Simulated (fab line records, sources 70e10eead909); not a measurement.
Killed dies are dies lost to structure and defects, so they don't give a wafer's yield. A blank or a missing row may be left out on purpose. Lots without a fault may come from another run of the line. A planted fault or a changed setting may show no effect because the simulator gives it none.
A struck lot beside a sound one | flow nand_harc | 16 steps out of a route of 1302
Sound: wafers L150.1, L150.2, L150.6. Struck: wafers L164.2, L164.3. (L164.5 of the same lot was not struck and is left out.) The cause comes at the end.
At each step with rows: each side's tool, then ch and its chambers, then its first start. Under that, the readings that differ: sound wafers | struck wafers | difference of the means | sigmas: that difference in standard deviations of wafers without a fault.
alike: readings whose means differ by less than 2 such deviations, and words and numbers that are the same on both sides. not compared: withheld readings, readings that some wafer has no value for, bounds like >300 that may hide the same value, and numbers for which the record gives no deviation and whose values overlap.
The two part at a step that has a row with sigmas, a row that says differs or no value, or rows on one side only. Numbers that don't overlap but have no deviation are shown without sigmas and don't part them. A reading that every wafer of one side lacks parts them only if that side has two wafers or more.

NHARC_A_SLIT_ETCH_29: etches the open film in CF4/O2, target depth 100 nm, overetch 10 nm, time 55 s.
  sound on rie_diel-12 ch 2,3, day 20 18:52; struck on rie_diel-07 ch 0,1, day 25 12:41
  alike: drypump_motor_current_A, oes_product_au, rf_vpp_V, showerhead_plenum_p_Torr, throttle_valve_pct
  not compared: rf_hours_counter_h
NHARC_A_SLIT_STRIP_18: strips in O2.
  sound on rie_diel-12 ch 1,2,3; struck on rie_diel-07 ch 1,2
  alike: drypump_motor_current_A, oes_product_au, rf_vpp_V, showerhead_plenum_p_Torr, throttle_valve_pct
  not compared: rf_hours_counter_h
then, 2 steps without rows for these wafers: NHARC_A_SLIT_PRECLEAN_19 (cleans in SC1); NHARC_A_SLIT_SRD_20.
NHARC_A_SLIT_CD_MEAS_21:
  sound on cd_sem-02, day 20 19:38; struck on cd_sem-01, day 25 13:50
  alike: cd_nm
then, 3 steps without rows for these wafers: NHARC_A_SIN_REMOVE_WET_00 (chemistry H3PO4, time 15300 s); NHARC_A_SIN_REMOVE_PRECLEAN_01 (cleans in SC1); NHARC_A_SIN_REMOVE_SRD_02.
NHARC_A_SIN_REMOVE_INSPECT_04:
  sound on defect_inspect-01, day 21 02:04; struck on defect_inspect-02, day 25 20:30
  alike: raw_defect_count
then, 1 step without rows for these wafers: NHARC_A_WL_FILL_ALD_00 (deposits Al2O3, target thk 3 nm, pulse time 3 s, ald cycles 30).
NHARC_A_WL_FILL_RTA_01: time 5 s.
  sound on rtp_anneal-01 ch 0, day 21 02:34; struck on rtp_anneal-02 ch 0, day 25 21:02
  alike: lamp_power_pct, wafer_temp_C_max
NHARC_A_WL_FILL_ALD_02: deposits TiN, target thk 2 nm, pulse time 3 s, ald cycles 100.
  sound on ald_metal-03 ch 0,1,3, day 21 02:49; struck on ald_metal-02 ch 0,3, day 25 21:17
  reading    | sound       | struck | difference | sigmas
  ald_cycles | 100 100 100 | 74 74  | -26        |
  alike: heater_power_w, precursor_pulse_height_rel, susceptor_temp_C
  not compared: since_wet_clean_h
NHARC_A_WL_FILL_CVD_03: deposits W, target thk 40 nm, time 279 s.
  sound on cvd_w-01 ch 0,1, day 21 03:13; struck on cvd_w-01 ch 1, day 25 21:46
  alike: heater_power_w, mfc_h2_sccm, susceptor_temp_C, throttle_valve_pct
  not compared: since_wet_clean_h
NHARC_A_WL_FILL_ETCHBACK_04: etches the open film in NF3, target depth 60 nm, time 120 s.
  sound on rie_metal-02 ch 0,1, day 21 03:37; struck on rie_metal-01 ch 0, day 25 22:21
  reading          | sound             | struck      | difference | sigmas
  run_length_s (s) | 141.0 141.0 141.1 | 168.8 168.6 | +27.7      | +63
  alike: drypump_motor_current_A, he_backside_leak_sccm, oes_product_au
  not compared: rf_hours_counter_h
NHARC_A_WL_FILL_ETCHBACK_05: etches the open film in Cl2/BCl3, target depth 22 nm, time 60 s.
  sound on rie_metal-02 ch 0,1, day 21 03:52; struck on rie_metal-01 ch 0, day 25 22:36
  alike: drypump_motor_current_A, he_backside_leak_sccm, oes_product_au, run_length_s, temp_c
  not compared: rf_hours_counter_h
-- the record jumps here: 4 days lie between the struck wafers' starts before and after (it left off in module A_WL_FILL and takes up again in module END, whose first step shown is number 1302 of the route) --
NHARC_END_SORT_01:
  sound on prober-01 ch 0, day 25 09:44; struck on prober-01 ch 0, day 29 21:32
  alike: killed_at_array, killed_at_other, killed_at_periphery, killed_dies, killed_open, killed_short

WHERE THEY PART
Only at NHARC_A_WL_FILL_ETCHBACK_04, within this record. Later steps at which nothing parts them and some readings are alike: NHARC_A_WL_FILL_ETCHBACK_05, NHARC_END_SORT_01.

WHY: what the simulator had put in
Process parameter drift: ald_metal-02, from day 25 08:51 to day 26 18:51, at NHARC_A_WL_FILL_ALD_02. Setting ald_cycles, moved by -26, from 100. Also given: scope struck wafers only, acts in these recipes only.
Process parameter drift: rie_metal-01, from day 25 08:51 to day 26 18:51, at NHARC_A_WL_FILL_ETCHBACK_04. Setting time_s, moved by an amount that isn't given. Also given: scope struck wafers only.
